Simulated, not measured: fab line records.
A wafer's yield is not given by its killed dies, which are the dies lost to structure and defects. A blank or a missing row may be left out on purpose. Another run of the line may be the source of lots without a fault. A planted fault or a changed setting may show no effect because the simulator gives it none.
fab line records    flow n5-finfet
record lots=4  wafers=12  last-day=17
route steps=1938 shown BEOL_M0_SAQP@648 BEOL_M0_CUTY@710 BEOL_M4@1111 PASSIVATION@1936
lots with no fault: from the same line, run without faults
start-h: hours from the record's opening day to when the first of the lot's shown wafers began    wait-h: hours elapsed since this lot's preceding step    " the same as in the row above    L1.1+2: a row that stands for several wafers    - value missing, or start not given    * or withheld: withheld    < > ~ a bound
route shown NAME@n: NAME is a module with steps in the file, n the number in the route of the first one    usual: average and standard deviation across the fault-free wafers    same: alike in all rows    chamber/n: place in a boat    sites: readings site by site    _std_site: standard deviation across them    _edge_site: the outer-site mean with the inner-site mean subtracted    radius-mm: how far each site lies from the wafer's centre    mask NAME#n: copy n    behind: the most recent tool/chamber to have shaped the wafer    hold: why the lot was held/for how many hours/how that ended    device: the n, p or np transistor that did not switch    end of line: at the end of the route, the tests of the same wafers    a step with no rows: only its recipe    killed: the dies lost at the first sort to structure and to defects; this is not the yield of the wafer    map: shows each die of a wafer: x if killed, . if not, _ if none is there
set.NAME: the setting that was run; set.NAME@STEP: the one run at that earlier step    model.NAME: the simulator's own value behind a step, which no gauge read
lots at selected steps of the route; one table per step, one row per wafer
services: the hour from which a tool's chamber was out of use, counted from the record's first day as start-h (under 0 if before that day), plus the number of hours and why
## steps
# step N5_BEOL_M0_SAQP_DEVELOP_13
# recipe develop-time-s=30  developer=TMAH  resist=CAR-ArF  dev-temp-c=23  rinse-liquid=diw  dry=air-spin
# step N5_BEOL_M0_SAQP_DESCUM_19
# recipe chemistry=O2  time-s=7.9  source-power-w=50  bias-power-w=20  pressure-mtorr=20  rf-frequency-hz=2.712e+07  temp-c=40  resist=CAR-ArF  o2-flow-sccm=225
# step N5_BEOL_M0_SAQP_ETCH_83
# recipe chemistry=CF4  target=SiARC  target-depth-a=390  mask-material=CAR-ArF  time-s=65  ion-energy-ev=80  pressure-mtorr=40  source-w=545  bias-w=36  Ar_flow_sccm=100  cf4-flow-sccm=100  ends=cleared
# step N5_BEOL_M0_SAQP_ETCH_84
# recipe chemistry=N2/H2  target=SOC  target-depth-a=1000  overetch-a=200  mask-material=SiARC  temp-c=40  time-s=150  ion-energy-ev=200  pressure-mtorr=30  source-w=840  bias-w=150  n2-flow-sccm=200  h2-flow-sccm=200
# step N5_BEOL_M0_SAQP_STRIP_80
# recipe chemistry=N2/H2  temp-c=40  n2-flow-sccm=200  h2-flow-sccm=200  rf-frequency-hz=6e+07
# step N5_BEOL_M0_SAQP_HM_OPEN_112
# recipe chemistry=CHF3/O2  target=SiO2  stop-on=a-Si  target-depth-a=120  over-etch-frac=1.25  mask-material=SOC  time-s=13.5  pressure-mtorr=30  source-w=650  bias-w=170  Ar_flow_sccm=200  CHF3_flow_sccm=50  O2_flow_sccm=5  ion-energy-ev=200  ends=end-point
# step N5_BEOL_M0_SAQP_STRIP_113
# recipe chemistry=CHF3/O2  resist=SiARC  rf-frequency-hz=6e+07
# step N5_BEOL_M0_SAQP_MANDREL_ETCH_20
# recipe target-depth-a=600  chemistry=HBr/Cl2  target=a-Si  stop-on=SiNx  bt-time-s=10  mask-material=SOC  over-etch-frac=0.5  time-s=30  pressure-mtorr=10  icp-w=800  bias-w=75  HBr_flow_sccm=150  Cl2_flow_sccm=80  ends=end-point
# step N5_BEOL_M0_SAQP_STRIP_86
# recipe chemistry=N2/H2  power-w=500  temp-c=40  pressure-mtorr=50  rf-frequency-hz=6e+07  overash-fraction=0.3  bias-power-w=28  h2-frac=0.5  n2-flow-sccm=300  h2-flow-sccm=300
# step N5_BEOL_M0_SAQP_STRIP_115
# recipe chemistry=post-etch-residue-remover  time-s=60  temp-c=25  remover-ph=withheld  remover-water-wt-pct=withheld  remover-fluoride-wt-pct=withheld
lot.wafer   tool          chamber  start-h  wait-h
L948.1+4+6  wet-bench-02  3,4,2    111.05   -
L953.2+3+6  wet-bench-02  6,5,7    133.56   -
L954.1+4+5  wet-bench-02  5,1,6    145.81   -
L971.2+3+5  wet-bench-03  4,5,0    243.57   -
# step N5_BEOL_M0_SAQP_SRD_93
# recipe dry=ipa-marangoni  time-s=30  temp-c=23  rinse-liquid=diw
# step N5_BEOL_M0_SAQP_RECESS_114
# recipe chemistry=HF/NH3  target=SiO2  target-depth-a=144  afs-cycles=3  temp-c=30  sublimation-temp-c=180  sublimation-time-s=60
# step N5_BEOL_M0_SAQP_SPACER1_ALD_98
# recipe material=SiO2  target-thk-a=128  temp-c=300  ald-precursor-family=BDEAS  ald-co-reactant=O2-plasma  pulse-time-s=1  purge-time-s=2  co-reactant-purge-time-s=2  ald-cycles=138  pressure-torr=2
# step N5_BEOL_M0_SAQP_SPACER1_ETCHBACK_99
# recipe chemistry=CHF3/O2  mode=anisotropic-etchback  target=SiO2  target-depth-a=154  time-s=7.7  pressure-mtorr=30  source-w=650  bias-w=170  Ar_flow_sccm=200  CHF3_flow_sccm=50  O2_flow_sccm=5  ion-energy-ev=200
# step N5_BEOL_M0_SAQP_MANDREL1_REMOVE_100
# recipe chemistry=HBr/Cl2/O2  bt-time-s=10  target=a-Si  stop-on=SiNx  endpoint=OES-SiCl  over-etch-frac=0.85  icp-w=600  bias-w=30  HBr_flow_sccm=150  Cl2_flow_sccm=80  O2_flow_sccm=5  pressure-mtorr=10
# step N5_BEOL_M0_SAQP_ETCH_101
# recipe chemistry=CH3F/O2  target=SiNx  mask-material=SiO2  target-depth-a=299  time-s=42.7  pressure-mtorr=30  source-w=395  bias-w=73  Ar_flow_sccm=150  CH3F_flow_sccm=30  O2_flow_sccm=20  ion-energy-ev=120
# step N5_BEOL_M0_SAQP_ETCH_102
# recipe chemistry=CF4  target=SiO2  target-depth-a=40  ion-energy-ev=350  time-s=4.4  pressure-mtorr=10  icp-w=800  bias-w=400  cf4-flow-sccm=80
# step N5_BEOL_M0_SAQP_MANDREL_ETCH_103
# recipe chemistry=HBr/Cl2  target=a-Si  target-depth-a=450  bt-time-s=10  stop-on=SiCN  mask-material=SiO2  over-etch-frac=0.8  time-s=27  pressure-mtorr=10  icp-w=800  bias-w=75  HBr_flow_sccm=150  Cl2_flow_sccm=80  ends=end-point
# step N5_BEOL_M0_SAQP_RECESS_104
# recipe chemistry=HF/NH3  target=SiO2  target-depth-a=180  afs-cycles=3  temp-c=30  sublimation-temp-c=180  sublimation-time-s=60
# step N5_BEOL_M0_SAQP_COAT_105
# recipe resist=SOC  temp-c=250  time-s=60  spin-rpm=1500  resist-thk-nm=100
# step N5_BEOL_M0_SAQP_ETCH_106
# recipe chemistry=N2/H2  target=SOC  target-depth-a=1500  stop-on=SiNx  ion-energy-ev=100  bias-w=61  pressure-mtorr=30  source-w=850  n2-flow-sccm=200  h2-flow-sccm=200
# step N5_BEOL_M0_SAQP_ETCH_107
# recipe chemistry=CH3F/O2  target=SiNx  target-depth-a=300  mask-material=SOC  pressure-mtorr=30  source-w=395  bias-w=73  Ar_flow_sccm=150  CH3F_flow_sccm=30  O2_flow_sccm=20  ion-energy-ev=120
# step N5_BEOL_M0_SAQP_STRIP_108
# recipe chemistry=N2/H2  power-w=500  temp-c=40  pressure-mtorr=50  rf-frequency-hz=6e+07  overash-fraction=0.3  bias-power-w=28  h2-frac=0.5  n2-flow-sccm=300  h2-flow-sccm=300
# step N5_BEOL_M0_SAQP_RECESS_109
# recipe chemistry=HF/NH3  target=SiO2  target-depth-a=30  afs-cycles=1  temp-c=30  sublimation-temp-c=180  sublimation-time-s=60
# step N5_BEOL_M0_SAQP_SPACER2_ALD_26
# recipe material=SiO2  target-thk-a=150  temp-c=300  ald-precursor-family=BDEAS  ald-co-reactant=O2-plasma  pulse-time-s=1  purge-time-s=2  co-reactant-purge-time-s=2  pressure-torr=2
# step N5_BEOL_M0_SAQP_SPACER2_ETCHBACK_27
# recipe chemistry=CHF3/O2  mode=anisotropic-etchback  target=SiO2  target-depth-a=225  time-s=11.25  pressure-mtorr=30  source-w=650  bias-w=170  Ar_flow_sccm=200  CHF3_flow_sccm=50  O2_flow_sccm=5  ion-energy-ev=200
# step N5_BEOL_M0_SAQP_MANDREL2_REMOVE_110
# recipe chemistry=HBr/Cl2/O2  bt-time-s=10  target=a-Si  stop-on=SiCN  endpoint=OES-SiCl  over-etch-frac=1  icp-w=600  bias-w=30  HBr_flow_sccm=150  Cl2_flow_sccm=80  O2_flow_sccm=5  pressure-mtorr=10
# step N5_BEOL_M0_SAQP_COAT_69
# recipe resist=SOC  temp-c=250  time-s=60  spin-rpm=1500  resist-thk-nm=90
# step N5_BEOL_M0_SAQP_COAT_72
# recipe resist=SiARC  temp-c=220  time-s=60  spin-rpm=1500  resist-thk-nm=15
# step N5_BEOL_M0_SAQP_COAT_87
# recipe resist=underlayer  temp-c=205  time-s=60  spin-rpm=1500  resist-thk-nm=5
# step N5_BEOL_M0_SAQP_COAT_34
# recipe resist=CAR-EUV  spin-rpm=1500  resist-thk-nm=30
# step N5_BEOL_M0_SAQP_EBR_36
# recipe solvent=PGMEA  ebr-width-mm=1.5
# step N5_BEOL_M0_SAQP_SOFTBAKE_35
# recipe temp-c=110  time-s=60  resist=CAR-EUV
# step N5_BEOL_M0_SAQP_EXPOSE_37
# recipe mask-id=M0_CUT1  na=0.33  source-shape=annular  sigma-inner=0.35  sigma-outer=0.8  polarization=unpolarized  target-cd-nm=30  dose-mj=44.75
# step N5_BEOL_M0_SAQP_PEB_38
# recipe peb-temp-c=100  peb-time-s=60  resist=CAR-EUV
# step N5_BEOL_M0_SAQP_DEVELOP_39
# recipe develop-time-s=30  developer=TMAH  resist=CAR-EUV  rinse-liquid=surfactant-rinse  dry=air-spin  dev-temp-c=23
# step N5_BEOL_M0_SAQP_INSPECT_42
# recipe mode=adi  inspect-instrument=brightfield
# usual raw-defect-count=263/71
lot.wafer  tool               chamber  start-h  wait-h  raw-defect-count
L948.1     defect-inspect-02  -        115.65   0.1     309
L948.4     "                  -        "        "       359
L948.6     "                  -        "        "       344
L953.2     defect-inspect-02  -        138.05   0.0     145
L953.3     "                  -        "        "       598
L953.6     "                  -        "        "       176
L954.1     defect-inspect-01  -        149.58   0.1     662
L954.4     "                  -        "        "       276
L954.5     "                  -        "        "       303
L971.2     defect-inspect-02  -        249.43   0.0     175
L971.3     "                  -        "        "       223
L971.5     "                  -        "        "       215
# step N5_BEOL_M0_CUTY_INSPECT_59
# recipe mode=adi  inspect-instrument=macro
# usual raw-defect-count=2.1/1.4
lot.wafer  tool               chamber  start-h  wait-h  raw-defect-count
L948.1     defect-inspect-02  -        118.21   0.0     3
L948.4     "                  -        "        "       4
L948.6     "                  -        "        "       0
L953.2     defect-inspect-02  -        139.49   0.0     2
L953.3     "                  -        "        "       >300
L953.6     "                  -        "        "       0
L954.1     defect-inspect-02  -        151.15   0.0     >300
L954.4     "                  -        "        "       1
L954.5     "                  -        "        "       4
L971.2     defect-inspect-02  -        251.59   0.0     0
L971.3     "                  -        "        "       2
L971.5     "                  -        "        "       0
# step N5_BEOL_M4_RC_MEAS_101
# usual DIBL_N=36.5/1.7  DIBL_P=36.3/2.1  IOFF_N=0.16/0.036  IOFF_P=0.21/0.037  ION_N=676/12  ION_P=462/7.6  SS_N=71.5/0.68  SS_P=73.3/0.63  VT_N=249/3.5  VT_P=-250/3.5
lot.wafer  tool       chamber  start-h  wait-h  DIBL_N[mV/V]  DIBL_P[mV/V]  IOFF_N[nA/um]  IOFF_P[nA/um]  ION_N[uA/um]  ION_P[uA/um]  SS_N[mV/dec]  SS_P[mV/dec]  VT_N[mV]  VT_P[mV]
L948.1     prober-01  0        175.95   0.0     37.0          36.9          0.18           0.22           677           463           72.0          73.3          248       -251
L948.4     "          0        "        "       34.0          33.7          0.13           0.18           669           462           71.3          73.2          251       -251
L948.6     "          0        "        "       37.7          37.8          0.21           0.24           690           468           72.4          73.8          246       -250
L953.2     prober-02  0        202.08   0.2     37.2          36.1          0.17           0.23           673           461           70.8          73.4          249       -250
L953.3     "          0        "        "       40.5          39.3          0.26           0.29           699           475           72.6          74.8          243       -246
L953.6     "          0        "        "       38.2          37.6          0.19           0.25           682           467           71.5          74.4          248       -249
L954.1     prober-02  0        205.98   0.0     36.8          34.6          0.14           0.19           664           450           71.5          73.2          253       -249
L954.4     "          0        "        "       34.4          32.0          0.11           0.16           659           457           70.5          71.9          255       -252
L954.5     "          0        "        "       36.6          34.1          0.13           0.19           665           454           71.0          72.5          253       -253
L971.2     prober-01  0        310.32   0.2     37.2          37.2          0.18           0.24           679           471           70.9          73.2          244       -248
L971.3     "          0        "        "       36.5          35.3          0.14           0.20           668           464           71.7          72.6          249       -250
L971.5     "          0        "        "       38.0          37.7          0.18           0.24           697           475           71.6          73.5          249       -248
# step N5_PASSIVATION_PROBE_49
# usual defect-limited-yield=91.4/1.5  killed_at_M0_to_M3=34/12  killed_at_M4_up=12/4.9  killed-at-contacts=13/7.2  killed-at-front-end=39/12  killed-at-other=3.7/2.9  killed-dies=101/18  killed-open=67/14  killed-short=33/7.2  sort_bin_5_function=5.1/0.97  sort_bin_6_memory=3.2/0.67  sort-n-pass=1079/17  sort-yield-pct=91.4/1.5
# same gross-dies=1180  killed-at-back-side=0  sort_bin_4_leakage[%]=0  sort_bin_8_speed[%]=0
lot.wafer  tool       chamber  start-h  wait-h  defect-limited-yield[%]  killed_at_M0_to_M3  killed_at_M4_up  killed-at-contacts  killed-at-front-end  killed-at-other  killed-dies  killed-open  killed-short  sort_bin_5_function[%]  sort_bin_6_memory[%]  sort-n-pass  sort-yield-pct[%]
L954.1     prober-01  -        309.07   0.0     82.7                     141                 21               3                   37                   2                204          66           33            11.0                    4.8                   976          82.7
L953.3     prober-02  -        309.96   0.1     85.5                     131                 10               12                  18                   0                171          40           28            9.6                     3.2                   1009         85.5
# killed by level:class
L954.1 BEOL_M0_SAQP:unspecified=105 BEOL_M3:geometric-particle:open=12 BEOL_M4:geometric-particle:open=8 FIN_SAQP:geometric-particle:open=7 STI_FIN_REVEAL:geometric-particle:open=7 GATE_CUT:geometric-particle:short=7 BEOL_M2:geometric-particle:open=6 FIN_SAQP:geometric-particle:short=5
L953.3 BEOL_M0_SAQP:unspecified=103 MOL_CONTACT_COAG:geometric-particle:open=8 BEOL_M0_SAQP:geometric-particle:short=7 FIN_SAQP:geometric-particle:short=6 BEOL_M2:geometric-particle:open=6 BEOL_M0_SAQP:geometric-particle:open=5 MOL_CONTACT_COAG:geometric-particle:short=4 BEOL_M4:geometric-particle:open=4
# map L953.3 (x killed, . not)
_________________............________________
______________x...........xx...._____________
___________........................__________
__________.x.x....................x._________
________.....x.x.........x.x.......x.._______
_______.......x..x...........x.........______
______..............................x.x._____
_____...x....x.................x.........____
____......x........................x......___
___........x...........................x...__
___......x.......x........x.....x..........__
__..x....x......................x..........._
__....x.................x..................._
_.x...................x.....x...........x....
_............................................
_..................x.......x.......x.x.......
_....x................x......................
_............................................
_...........x................................
_.......x..............................x.....
_...........................x.x........x.....
__x.................................x......._
__...........................x.............._
___......x.........................x....x..__
___..........x.......xxx.xxx..........x....__
____...........x.....xxx.xx.x.....x.......___
_____x............xxx.xxxxxx.x...........____
______....x.....x.xxxxxxxxxxx..x........_____
_______..x...x...xxxxxxxxxxxxx.........______
________.......x.x.xxxxxxxxxxxxxx....._______
__________.......xxxxxxxxxxx.x.x...._________
___________.......xxxxxxxxxxxx.x...__________
______________...xxx.xxxxxxxx.x._____________
_________________...xxxxxxx..________________
# map L954.1 (x killed, . not)
_________________............________________
______________..x............x.._____________
___________...................x....__________
__________...x.......x.............._________
________...................x.x........_______
_______................................______
______..........................x......._____
_____.x....................xx............____
____........................x.........xx..___
___.................xx.........x...x.......__
___.............x..............x...........__
__...............x......x.x.x.......xx....x._
__..x......xxx........x....................._
_...........................x...x...........x
_...........xx............xx.................
_.....x.......x..............................
_.x......xx.................x.......xx.......
_...x...................x.x.......x...x.x....
_......x....x........x...x....x......x..x.x..
_.....x....x.....................x.....x.....
_................x...........................
__x.........x......................x.....x.._
__.............x....x...x......x.x.........._
___xx...............x.xxx...........x.x....__
___...............x.xxxx......x.....x......__
____................xxxxxxxx.....xx.......___
_____.........x..xxxxxxxxxxxx............____
______............xxxxxxxxxxxx...x..x.x._____
_______.........xxxxxxxxxxxxxxxx..x....______
________.........xxxxxxxxxxxxx.......x_______
__________.........xxxxxxxxxx.x....._________
___________.x....x.xxxxxxxxxx...x.x__________
______________.x.x..xxxxxxxxx..x_____________
_________________...xxxxxxxx.________________
## services
tool          chamber  start-h  hours  kind
wet-bench-02  -        206.53   6.9    repair
## key
first-sign step=N5_BEOL_M0_SAQP_INSPECT_42  reading=raw-defect-count  direction=up  sigmas=5.2  usual=263  struck=630
effect step=N5_BEOL_M0_CUTY_INSPECT_59  reading=raw-defect-count  direction=up  sigmas=99+  usual=2.1  struck=>300
effect step=N5_PASSIVATION_PROBE_49  reading=killed_at_M0_to_M3  direction=up  sigmas=8.8  usual=34  struck=136
more-kills-born-at N5_BEOL_M0_SAQP_STRIP_115@wet-bench-02=208
met-at N5_BEOL_M0_SAQP_STRIP_115
struck-wafers L953.3,L954.1
fault kind=chamber-particle-source  tool=wet-bench-02  chamber=5  onset-h=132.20  steps=N5_BEOL_M0_SAQP_STRIP_115  rate-per-visit-cm2=0.58016  end-h=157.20
